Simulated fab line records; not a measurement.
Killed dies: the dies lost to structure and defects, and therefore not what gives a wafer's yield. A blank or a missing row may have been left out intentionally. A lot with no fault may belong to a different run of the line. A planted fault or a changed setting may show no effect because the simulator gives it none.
Matching of chambers -- flow nand-harc -- NHARC_P_BONDPAD_CMP_32 on cmp-04 has 4 sister chambers
The step polishes SiCN, target thk 200 nm. 4 wafers are shown with their chamber, then 10 later ones without.

WAFERS, EACH WITH ITS CHAMBER
wafer,chamber,motor-current-A (A)
L083.3,3,12.0
L085.3,2,11.0
L092.3,0,12.3
L092.4,1,10.9

WAFERS WITHOUT THEIR CHAMBER
wafer,motor-current-A (A)
L092.6,11.8
L094.1,11.3
L094.3,11.5
L094.4,12.7
L095.3,11.0
L095.4,13.2
L095.6,13.5
L096.1,12.8
L096.3,11.5
L096.6,11.8

THE CHAMBER EACH PASSED THROUGH
wafer,from the rows above,in truth
L092.6,can't be placed: 3 or 0 or 2 or 1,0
L094.1,can't be placed: 2 or 1 or 3 or 0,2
L094.3,can't be placed: 2 or 3 or 1 or 0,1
L094.4,can't be placed: 0 or 3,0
L095.3,can't be placed: 2 or 1 or 3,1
L095.4,can't be placed: 0 or 3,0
L095.6,can't be placed: 0 or 3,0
L096.1,can't be placed: 0 or 3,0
L096.3,can't be placed: 2 or 3 or 1 or 0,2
L096.6,can't be placed: 3 or 0 or 2 or 1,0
Correctly placed: 0 of 10. Unplaceable from these rows: 10, with the true chamber sitting among the candidates in 10. 0 placed wrongly.
How it was worked out, from the rows above alone: a wafer's distance from a chamber is the root of the sum, over the readings, of the square of ((its reading less the chamber's mean) divided by the reading's scatter). If the next closest chamber is less than 2 further off than the closest, the wafer can't be placed; otherwise it belongs to the closest. Each chamber's mean is taken over the wafers shown for it. The scatter: root of mean squared gap, hidden wafer to nearest shown wafer, with one shown wafer a chamber.
